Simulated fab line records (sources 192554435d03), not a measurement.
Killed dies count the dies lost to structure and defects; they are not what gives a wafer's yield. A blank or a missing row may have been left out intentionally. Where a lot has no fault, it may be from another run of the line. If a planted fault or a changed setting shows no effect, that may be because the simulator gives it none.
Chamber matching + flow n5-finfet + N5_BEOL_M0_SAQP_ETCH_84 on rie-diel-01: 4 sister chambers
The step etches SOC in N2/H2, target depth 100 nm, overetch 20 nm, time 150 s. 7 wafers are shown with their chamber, then 7 later ones without.

== EACH WAFER AND ITS CHAMBER ==
| wafer  | chamber | drypump-motor-current-A (A) | showerhead-plenum-p-Torr (Torr) |
|--------|---------|-----------------------------|---------------------------------|
| L075.3 | 2       | 5.0                         | 2.49                            |
| L082.2 | 3       | 4.7                         | 2.47                            |
| L088.1 | 1       | 5.8                         | 2.44                            |
| L088.4 | 2       | 5.0                         | 2.47                            |
| L088.5 | 0       | 5.7                         | 2.65                            |
| L090.3 | 0       | 5.8                         | 2.65                            |
| L090.4 | 1       | 5.8                         | 2.44                            |

== WAFERS WITH NO CHAMBER GIVEN ==
| wafer  | drypump-motor-current-A (A) | showerhead-plenum-p-Torr (Torr) |
|--------|-----------------------------|---------------------------------|
| L090.6 | 5.8                         | 2.44                            |
| L092.1 | 4.9                         | 2.47                            |
| L092.2 | 4.7                         | 2.46                            |
| L092.3 | 5.8                         | 2.65                            |
| L096.3 | 5.7                         | 2.43                            |
| L096.4 | 5.7                         | 2.64                            |
| L096.6 | 4.7                         | 2.46                            |

== WHICH CHAMBER EACH WENT THROUGH ==
| wafer  | from the rows above | in truth |
|--------|---------------------|----------|
| L090.6 | 1                   | 1        |
| L092.1 | 2                   | 2        |
| L092.2 | 3                   | 3        |
| L092.3 | 0                   | 0        |
| L096.3 | 1                   | 1        |
| L096.4 | 0                   | 0        |
| L096.6 | 3                   | 3        |
Placed correctly: 7 of 7. From these rows, 0 cannot be placed. Number placed wrongly: 0.
How it was worked out, from the rows above alone: a wafer's distance from a chamber is the root of the sum, over the readings, of the square of ((its reading less the chamber's mean) divided by the reading's scatter). The wafer belongs to the nearest chamber; if the next one is less than 2 further off, it can't be placed. Each chamber's mean is taken over the wafers shown for it. How the scatter is found: for the shown wafers, subtract from each reading the mean of its chamber, square and add these, divide the total by (wafers less chambers), then take the root.
